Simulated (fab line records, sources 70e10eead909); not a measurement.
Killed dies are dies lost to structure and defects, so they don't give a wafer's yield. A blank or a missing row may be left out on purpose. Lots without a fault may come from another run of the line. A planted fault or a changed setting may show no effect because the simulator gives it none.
A struck lot beside a sound one | flow nand_harc | 15 steps out of a route of 1159
Sound: wafers L973.1, L973.5, L973.6. Struck: wafer L978.4. The cause comes at the end.
At each step with rows: each side's tool, then ch and its chambers, then its first start. Under that, the readings that differ: sound wafers | struck wafers | difference of the means | sigmas: that difference in standard deviations of wafers without a fault.
alike: readings whose means differ by less than 2 such deviations, and words and numbers that are the same on both sides. not compared: withheld readings, readings that some wafer has no value for, bounds like >300 that may hide the same value, and numbers for which the record gives no deviation and whose values overlap.
The two part at a step that has a row with sigmas, a row that says differs or no value, or rows on one side only. Numbers that don't overlap but have no deviation are shown without sigmas and don't part them. A reading that every wafer of one side lacks parts them only if that side has two wafers or more.

first, 3 steps without rows for these wafers: NHARC_A_CHANNEL_HOLE_D1_STRIP_41 (strips in N2/H2); NHARC_A_CHANNEL_HOLE_D1_STRIP_42 (strips in CF4/CHF3); NHARC_A_CHANNEL_HOLE_D1_STRIP_43 (strips in O2/COS).
NHARC_A_CHANNEL_HOLE_D1_ETCH_44: etches the open film in CF4/O2, target depth 140 nm, overetch 14 nm, time 77 s.
  sound on rie_diel-03 ch 2,3, day 9 05:46; struck on rie_diel-13 ch 0, day 10 12:29
  alike: drypump_motor_current_A, o2_flow_sccm, oes_product_au, rf_vpp_V, showerhead_plenum_p_Torr, throttle_valve_pct
  not compared: rf_hours_counter_h
NHARC_A_CHANNEL_HOLE_D1_STRIP_27: strips in O2.
  sound on rie_diel-03 ch 0,2,3; struck on rie_diel-13 ch 3
  alike: drypump_motor_current_A, o2_flow_sccm, oes_product_au, rf_vpp_V, showerhead_plenum_p_Torr, throttle_valve_pct
  not compared: rf_hours_counter_h
then, 2 steps without rows for these wafers: NHARC_A_CHANNEL_HOLE_D1_PRECLEAN_28 (cleans in SC1); NHARC_A_CHANNEL_HOLE_D1_SRD_29.
NHARC_A_CHANNEL_HOLE_D1_CD_MEAS_30:
  sound on cd_sem-03, day 9 06:33; struck on cd_sem-02, day 10 13:17
  alike: cd_nm
NHARC_A_CHANNEL_HOLE_D1_XSEM_31:
  sound on xsem-01 ch 0, day 9 06:38; struck on xsem-01 ch 0, day 10 13:23
  reading            | sound          | struck | difference | sigmas
  tilt_deg (degrees) | 0.10 0.10 0.10 | -0.03  | -0.13      | -3
  alike: bot_cd_nm, bow_nm
NHARC_A_CHANNEL_HOLE_D1_INSPECT_40:
  sound on defect_inspect-02, day 9 06:44; struck on defect_inspect-01, day 10 13:29
  reading          | sound    | struck | difference | sigmas
  raw_defect_count | 44 40 46 | 78     | +35        | +2
then, 2 steps without rows for these wafers: NHARC_A_CHANNEL_FILL_D1_PRECLEAN_00 (cleans in SC1); NHARC_A_CHANNEL_FILL_D1_SRD_01.
NHARC_A_CHANNEL_FILL_D1_ALD_02: deposits SiO2, target thk 6 nm, pulse time 10 s, ald cycles 60.
  sound on ald_hk-02 ch 0,3, day 9 06:56; struck on ald_hk-03 ch 0, day 10 13:40
  reading    | sound    | struck | difference | sigmas
  ald_cycles | 60 60 60 | 113    | +53        |
  alike: heater_power_w, precursor_pulse_height_rel
NHARC_A_CHANNEL_FILL_D1_ALD_03: deposits SiNx, target thk 6 nm, pulse time 60 s, ald cycles 58.
  sound on ald_sin_batch-01 ch 0; struck on ald_sin_batch-02 ch 0
  alike: precursor_pulse_height_rel
  not compared: ald_cycles
-- the record jumps here: 11 days lie between the struck wafers' starts before and after (it left off in module A_CHANNEL_FILL_D1 and takes up again in module END, whose first step shown is number 1159 of the route) --
NHARC_END_SORT_01:
  sound on prober-01 ch 0, day 19 23:37; struck on prober-02 ch 0, day 21 19:49
  alike: killed_at_array, killed_at_other, killed_at_periphery, killed_dies, killed_open, killed_short

WHERE THEY PART
First at NHARC_A_CHANNEL_HOLE_D1_XSEM_31; last, within this record, at NHARC_A_CHANNEL_HOLE_D1_INSPECT_40. Later steps at which nothing parts them and some readings are alike: NHARC_A_CHANNEL_FILL_D1_ALD_02, NHARC_A_CHANNEL_FILL_D1_ALD_03, NHARC_END_SORT_01.

WHY: what the simulator had put in
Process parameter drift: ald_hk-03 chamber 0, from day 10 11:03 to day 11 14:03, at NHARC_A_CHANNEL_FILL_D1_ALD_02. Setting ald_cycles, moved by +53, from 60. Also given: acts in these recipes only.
